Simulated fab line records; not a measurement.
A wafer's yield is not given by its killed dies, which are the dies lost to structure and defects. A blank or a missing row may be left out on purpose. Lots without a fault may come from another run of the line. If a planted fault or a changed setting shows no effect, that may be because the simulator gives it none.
fab line records	flow n5-finfet
record: lots: 10	wafers: 29	last-day: 19
route steps=1938 shown ZERO_LAYER@16 WELL_APT@28 BEOL_M4@1111 PASSIVATION@1936
lots with no fault: from the same line, run without faults
start-h: hours from the record's first day to the start of the lot's first wafer shown	wait-h: time in hours since the lot's previous step	" repeats the value in the row above	L1.1+2: a single row standing in for several wafers	- no value present, or no start provided	* or withheld: withheld	< > ~ a bound
route shown NAME@n: names a module that has steps shown in the file, with the first one's number in the route	usual: average and standard deviation across the fault-free wafers	same: alike in all rows	chamber/n: place in a boat	sites: readings site by site	_std_site: how widely they spread, as a standard deviation	_edge_site: mean of outer sites minus mean of inner sites	radius-mm: how far each site lies from the wafer's centre	mask NAME#n: copy n	behind: the most recent tool/chamber to have shaped the wafer	hold: why the lot went on hold/how many hours it stayed there/how the hold came to an end	device: the transistor (n, p or np) that didn't switch	end of line: tests run on the same wafers once the route is complete	where a step has no rows: the recipe by itself	killed: the dies lost at the first sort to structure and to defects; this is not the yield of the wafer	map: the dies of a wafer, with x for killed, . for not killed, _ for no die there
set.NAME: the setting as run; set.NAME@STEP: as run at that earlier step	model.NAME: the simulator's own value behind a step, which no gauge read
a sample of lots followed through the steps of the route, with each step as a table and each wafer as a row
services: from which hour (start-h, from the record's first day; less than 0 if before it) a tool's chamber was out of use, for how many hours, and why
== steps ==
step: N5_ZERO_LAYER_ETCH_18
recipe: chemistry: HBr/Cl2	target: Si	target-depth-a: 1200	time-s: 40	pressure-mtorr: 10	icp-w: 800	bias-w: 75	HBr_flow_sccm: 150	Cl2_flow_sccm: 80
usual: HBr_flow_sccm: 150.0/0.45	drypump-motor-current-A: 5.7/0.51	oes-product-au: 1.005/0.012	rf-fwd-power-W: 795.4/3	throttle-valve-pct: 36.4/0.42
lot.wafer	tool	chamber	start-h	wait-h	HBr_flow_sccm	drypump-motor-current-A	oes-product-au	rf-fwd-power-W	rf-hours-counter-h	throttle-valve-pct
L596.1	rie-si-04	3	30.79	0.0	150.6	6.5	1.018	793.5	47	36.4
L596.5	"	2	"	"	149.8	5.8	0.995	793.2	-	36.5
L598.1	rie-si-05	3	42.95	0.0	150.4	6.1	1.011	793.9	88	36.7
L598.4	"	2	"	"	149.4	6.3	1.002	788.5	127	36.0
L598.6	"	2	"	"	150.2	6.3	0.992	794.2	-	36.0
L599.2	rie-si-03	3	48.92	0.0	149.9	5.8	0.984	795.5	1	37.2
L599.5	"	0	"	"	149.3	6.3	1.027	799.1	-	36.7
L599.6	"	1	"	"	149.4	5.0	1.016	799.9	-	35.9
L600.1	rie-si-05	0	55.35	0.0	149.9	5.6	1.005	792.6	41	36.3
L600.3	"	2	"	"	150.7	6.3	0.999	794.2	128	36.0
L600.6	"	1	"	"	150.8	5.6	0.999	799.7	-	36.0
L603.1	rie-si-03	0	72.80	0.0	149.3	6.3	1.017	795.3	0	36.5
L603.5	"	2	"	"	149.8	5.1	1.003	791.3	-	36.1
L603.6	"	3	"	"	150.5	5.8	0.982	793.5	-	37.2
L604.1	rie-si-03	3	78.80	0.0	150.5	5.8	0.985	604.7	2	37.2
L604.4	"	1	"	"	149.7	5.0	1.008	603.0	45	35.9
L604.5	"	0	"	"	150.8	6.3	1.014	603.5	-	36.5
L606.1	rie-si-03	2	91.02	0.0	150.1	5.1	1.000	605.2	119	36.2
L606.5	"	0	"	"	150.1	6.3	1.007	605.0	-	36.5
L606.6	"	1	"	"	150.2	5.0	1.001	611.6	-	35.9
L609.4	rie-si-05	1	108.91	0.0	149.5	5.6	0.994	800.0	114	36.0
L609.5	"	2	"	"	150.3	6.3	0.999	792.8	-	36.0
L609.6	"	1	"	"	150.3	5.6	0.997	795.7	-	36.0
L614.1	rie-si-05	2	138.79	0.0	150.4	6.3	0.993	790.3	129	36.0
L614.3	"	1	"	"	150.2	5.6	0.999	795.4	115	36.0
L614.5	"	3	"	"	150.4	6.1	1.010	793.3	-	36.7
L615.1	rie-si-04	2	144.79	0.0	150.5	5.8	0.993	794.8	152	36.5
L615.5	"	3	"	"	149.8	6.5	1.025	792.3	-	36.4
L615.6	"	0	"	"	150.1	5.2	1.008	796.7	-	36.0
step: N5_WELL_APT_CD_MEAS_08
recipe: target-cd-nm: 200	landing-energy-ev: 500	detector: se-inlens
usual: cd-nm: 200.8/1.8
lot.wafer	tool	chamber	start-h	wait-h	cd-nm
L596.1	cd-sem-01	0	31.56	-	200.2
L596.5	"	0	"	"	200.6
L598.1	cd-sem-02	0	43.87	-	199.1
L598.4	"	0	"	"	201.4
L598.6	"	0	"	"	202.0
L599.2	cd-sem-01	0	49.94	-	201.7
L599.5	"	0	"	"	202.5
L599.6	"	0	"	"	198.8
L600.1	cd-sem-01	0	56.27	-	202.5
L600.3	"	0	"	"	200.1
L600.6	"	0	"	"	202.6
L603.1	cd-sem-01	0	73.70	-	200.6
L603.5	"	0	"	"	200.8
L603.6	"	0	"	"	201.2
L604.1	cd-sem-02	0	79.60	-	202.1
L604.4	"	0	"	"	203.1
L604.5	"	0	"	"	201.7
L606.1	cd-sem-01	0	91.79	-	201.1
L606.5	"	0	"	"	201.4
L606.6	"	0	"	"	201.7
L609.4	cd-sem-02	0	109.81	-	199.2
L609.5	"	0	"	"	201.0
L609.6	"	0	"	"	203.1
L614.1	cd-sem-01	0	139.69	-	202.6
L614.3	"	0	"	"	198.9
L614.5	"	0	"	"	203.1
L615.1	cd-sem-03	0	145.68	-	201.4
L615.5	"	0	"	"	198.6
L615.6	"	0	"	"	200.1
step: N5_WELL_APT_OVL_MEAS_09
recipe: points-per-wafer: 44
usual: NWELL_OVL: 2/4.9
lot.wafer	tool	chamber	start-h	wait-h	NWELL_OVL[nm]
L596.1	overlay-01	0	31.59	0.0	8
L596.5	"	0	"	"	4
L598.1	overlay-01	0	43.90	0.0	5
L598.4	"	0	"	"	9
L598.6	"	0	"	"	6
L599.2	overlay-01	0	49.97	0.0	1
L599.5	"	0	"	"	7
L599.6	"	0	"	"	8
L600.1	overlay-01	0	56.30	0.0	-4
L600.3	"	0	"	"	4
L600.6	"	0	"	"	3
L603.1	overlay-01	0	73.73	0.0	14
L603.5	"	0	"	"	6
L603.6	"	0	"	"	6
L604.1	overlay-01	0	79.63	0.0	-6
L604.4	"	0	"	"	2
L604.5	"	0	"	"	-1
L606.1	overlay-02	0	91.82	0.0	7
L606.5	"	0	"	"	2
L606.6	"	0	"	"	-5
L609.4	overlay-02	0	109.84	0.0	12
L609.5	"	0	"	"	10
L609.6	"	0	"	"	11
L614.1	overlay-01	0	139.72	0.0	-4
L614.3	"	0	"	"	-1
L614.5	"	0	"	"	-1
L615.1	overlay-01	0	145.71	0.0	7
L615.5	"	0	"	"	5
L615.6	"	0	"	"	-2
step: N5_WELL_APT_DESCUM_13
recipe: chemistry: O2	time-s: 7.9	source-power-w: 50	bias-power-w: 20	pressure-mtorr: 20	rf-frequency-hz: 2.712e+07	temp-c: 40	o2-flow-sccm: 225
usual: drypump-motor-current-A: 5.5/0.34	oes-product-au: 0.79/0.091	rf-vpp-V: 243.0/1.6	showerhead-plenum-p-Torr: 2.10/0.087	throttle-valve-pct: 20.43/0.22
lot.wafer	tool	chamber	start-h	wait-h	drypump-motor-current-A	oes-product-au	rf-hours-counter-h	rf-vpp-V	showerhead-plenum-p-Torr	throttle-valve-pct
L596.1	rie-diel-04	0	31.64	0.0	5.1	0.70	208	243.9	2.09	20.79
L596.5	"	3	"	"	5.9	0.71	-	240.4	1.98	20.68
L598.1	rie-diel-03	2	43.96	0.0	5.5	0.81	78	242.3	2.02	20.43
L598.4	"	3	"	"	5.5	0.85	-	245.8	2.21	20.14
L598.6	"	2	"	"	5.5	0.80	-	241.0	2.02	20.43
L599.2	rie-diel-03	2	50.42	0.4	5.6	0.80	82	241.4	2.02	20.44
L599.5	"	0	"	"	5.3	0.80	-	241.9	2.05	20.50
L599.6	"	2	"	"	5.6	0.79	-	241.7	2.02	20.43
L600.1	rie-diel-01	2	56.35	0.0	5.9	0.71	188	242.4	1.98	20.40
L600.3	"	3	"	"	4.9	0.68	245	245.1	2.15	20.63
L600.6	"	1	"	"	5.2	0.71	-	242.6	2.16	20.47
L603.1	rie-diel-04	2	73.79	0.0	5.4	0.87	53	244.6	2.12	20.04
L603.5	"	2	"	"	5.4	0.88	-	243.2	2.12	20.04
L603.6	"	1	"	"	6.5	0.94	-	242.6	2.05	20.59
L604.1	rie-diel-04	0	79.68	0.0	5.1	0.69	226	242.3	2.09	20.82
L604.4	"	1	"	"	6.5	0.94	15	242.5	2.05	20.56
L604.5	"	3	"	"	5.9	0.70	-	240.1	1.97	20.72
L606.1	rie-diel-03	3	91.89	0.0	5.5	0.83	64	246.0	2.21	20.18
L606.5	"	2	"	"	5.6	0.77	-	242.6	2.02	20.45
L606.6	"	1	"	"	5.3	0.95	-	244.5	2.26	20.19
L609.4	rie-diel-04	2	109.93	0.1	5.4	0.86	66	244.8	2.12	20.05
L609.5	"	1	"	"	6.5	0.92	-	241.5	2.05	20.59
L609.6	"	0	"	"	5.2	0.69	-	243.1	2.08	20.86
L614.1	rie-diel-01	3	140.02	0.3	5.0	0.96	14	243.2	2.14	20.18
L614.3	"	2	"	"	5.9	0.69	222	241.2	1.97	20.46
L614.5	"	2	"	"	6.0	0.69	-	240.7	1.97	20.46
L615.1	rie-diel-01	1	145.77	0.0	5.2	0.69	246	245.0	2.15	20.52
L615.5	"	1	"	"	5.2	0.69	-	242.8	2.15	20.51
L615.6	"	3	"	"	5.0	0.93	-	243.3	2.14	20.17
step: N5_BEOL_M4_RC_MEAS_101
usual: DIBL_N: 36.5/1.9	DIBL_P: 36.4/2.2	IOFF_N: 0.17/0.034	IOFF_P: 0.21/0.036	ION_N: 678/12	ION_P: 462/7.1	SS_N: 71.7/0.61	SS_P: 73.4/0.71	VT_N: 249/3.5	VT_P: -251/3
lot.wafer	tool	chamber	start-h	wait-h	DIBL_N[mV/V]	DIBL_P[mV/V]	IOFF_N[nA/um]	IOFF_P[nA/um]	ION_N[uA/um]	ION_P[uA/um]	SS_N[mV/dec]	SS_P[mV/dec]	VT_N[mV]	VT_P[mV]
L596.1	prober-01	0	208.65	0.0	32.0	31.3	0.11	0.16	660	462	70.6	72.4	256	-253
L596.5	"	0	"	"	36.2	37.0	0.19	0.25	694	475	71.7	73.5	246	-248
L598.1	prober-02	0	209.41	0.0	38.1	38.5	0.20	0.25	687	464	71.9	73.6	246	-249
L598.4	"	0	"	"	35.4	33.8	0.14	0.18	670	456	71.4	72.7	251	-252
L598.6	"	0	"	"	39.0	39.9	0.22	0.28	688	473	72.3	74.6	245	-248
L599.2	prober-01	0	213.71	0.2	38.0	36.3	0.18	0.21	679	458	71.9	73.6	250	-251
L599.5	"	0	"	"	38.1	36.2	0.17	0.19	669	453	72.0	73.5	252	-255
L599.6	"	0	"	"	36.9	36.1	0.16	0.21	676	461	71.0	73.4	248	-249
L600.1	prober-02	0	238.07	0.0	34.9	34.9	0.15	0.20	681	470	71.3	73.2	247	-250
L600.3	"	0	"	"	35.3	33.9	0.15	0.19	666	458	71.8	72.7	249	-248
L600.6	"	0	"	"	34.3	33.7	0.14	0.19	667	469	71.0	72.7	250	-253
L603.1	prober-02	0	254.45	0.0	34.8	36.8	0.14	0.22	680	472	71.0	72.4	249	-247
L603.5	"	0	"	"	35.9	37.5	0.16	0.22	672	464	72.0	72.7	249	-249
L603.6	"	0	"	"	38.4	41.5	0.22	0.30	706	483	72.2	73.6	243	-243
L604.1	prober-02	0	274.55	0.0	35.0	34.6	0.12	0.17	667	456	71.5	72.6	256	-254
L604.4	"	0	"	"	35.8	35.2	0.13	0.18	664	452	71.1	72.2	254	-252
L604.5	"	0	"	"	34.6	34.4	0.12	0.16	657	454	71.2	71.9	252	-254
L606.1	prober-01	0	289.49	0.0	37.5	36.2	0.16	0.18	668	446	72.7	73.4	253	-259
L606.5	"	0	"	"	38.6	39.0	0.19	0.22	682	451	71.7	73.4	247	-252
L606.6	"	0	"	"	37.2	37.2	0.16	0.19	672	452	72.5	73.2	254	-253
L609.4	prober-02	0	298.76	0.5	36.8	35.1	0.16	0.19	683	464	71.6	73.5	249	-251
L609.5	"	0	"	"	39.3	38.0	0.19	0.25	680	468	72.0	74.0	248	-248
L609.6	"	0	"	"	36.1	33.2	0.14	0.16	671	451	71.9	73.2	252	-255
L614.1	prober-01	0	308.03	0.2	37.5	38.5	0.20	0.21	690	465	73.0	74.2	247	-251
L614.3	"	0	"	"	36.0	37.6	0.16	0.18	665	449	71.5	73.1	250	-254
L614.5	"	0	"	"	35.6	37.0	0.16	0.19	686	466	71.1	73.4	248	-256
L615.1	prober-01	0	333.86	0.0	33.3	33.5	0.13	0.15	663	460	71.1	72.2	250	-253
L615.5	"	0	"	"	37.5	38.2	0.19	0.21	677	459	72.0	73.9	248	-250
L615.6	"	0	"	"	36.8	36.7	0.18	0.20	680	460	71.3	73.4	244	-252
step: N5_PASSIVATION_PROBE_49
usual: defect-limited-yield: 91.0/1.5	killed_at_M0_to_M3: 35/11	killed_at_M4_up: 13/5	killed-at-contacts: 12/5.9	killed-at-front-end: 42/13	killed-at-other: 3/3.2	killed-dies: 106/18	killed-open: 69/13	killed-short: 35/8.9	sort_bin_5_function: 5.2/0.95	sort_bin_6_memory: 3.3/0.71	sort-n-pass: 1074/18	sort-yield-pct: 91.0/1.5
same: gross-dies: 1180	killed-at-back-side: 0	sort_bin_4_leakage[%]: 0	sort_bin_8_speed[%]: 0
lot.wafer	tool	chamber	start-h	wait-h	defect-limited-yield[%]	killed_at_M0_to_M3	killed_at_M4_up	killed-at-contacts	killed-at-front-end	killed-at-other	killed-dies	killed-open	killed-short	sort_bin_5_function[%]	sort_bin_6_memory[%]	sort-n-pass	sort-yield-pct[%]
L609.6	prober-02	-	420.67	0.3	89.8	46	12	16	46	0	120	77	37	6.6	2.8	1060	89.8
killed by level:class
L609.6 FIN_SAQP:geometric-particle:open=17 FIN_SAQP:geometric-particle:short=13 MOL_CONTACT_COAG:geometric-particle:open=12 BEOL_M3:geometric-particle:open=12 BEOL_M0_SAQP:geometric-particle:short=7 BEOL_M0_SAQP:geometric-particle:open=6 BEOL_M1:geometric-particle:open=6 BEOL_M2:geometric-particle:open=5
== services ==
tool	chamber	start-h	hours	kind
rie-diel-01	-	7.89	15.6	pm
rie-diel-04	1	22.90	-	clean
rie-diel-04	1	22.90	-	consumable-replace:focus-ring
rie-diel-04	1	22.90	13.8	scheduled-down
rie-diel-04	1	22.90	13.8	vent-cycle
rie-si-03	-	26.89	2.6	repair
rie-diel-01	3	32.21	1.2	repair
rie-diel-04	3	35.70	3.2	repair
rie-si-03	1	41.53	2.1	repair
rie-diel-01	1	44.79	3.1	repair
rie-si-03	-	54.11	4.0	pm
rie-si-03	0	58.11	-	clean
rie-si-03	0	58.11	11.9	scheduled-down
rie-si-03	0	58.11	11.9	vent-cycle
rie-si-04	-	61.52	0.4	repair
rie-si-05	3	70.10	7.6	repair
rie-diel-04	1	80.43	8.6	repair
rie-diel-01	2	88.49	2.0	repair
rie-diel-03	-	111.08	2.8	pm
rie-si-03	1	120.04	5.0	repair
rie-diel-04	3	128.01	-	clean
rie-diel-04	3	128.01	-	consumable-replace:focus-ring
rie-diel-04	3	128.01	-	consumable-replace:showerhead
rie-diel-03	1	141.39	6.8	repair
== key ==
first-sign: step: N5_ZERO_LAYER_ETCH_18	reading: rf-fwd-power-W	direction: down	sigmas: 64	usual: *	struck: *
effect none on later readings
met-at N5_ZERO_LAYER_ETCH_18
struck-lots L604,L606
baseline-loss: step: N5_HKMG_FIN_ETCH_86	wafers: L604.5
not-acting-at N5_WELL_APT_CD_MEAS_08,N5_WELL_APT_OVL_MEAS_09,N5_WELL_APT_DESCUM_13
onset-between 72.80 78.80
fault: kind: process-parameter-drift	tool: rie-si-03	chamber: -	onset-h: 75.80	steps: N5_ZERO_LAYER_ETCH_18	channel: icp-w	offset: -192	shape: step	end-h: 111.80	acts-in: these-recipes-only	stated: 800
baseline-loss: these wafers lose ten dies or more at that step, a loss of the line's own and not of a fault; the sort's usual values leave them out
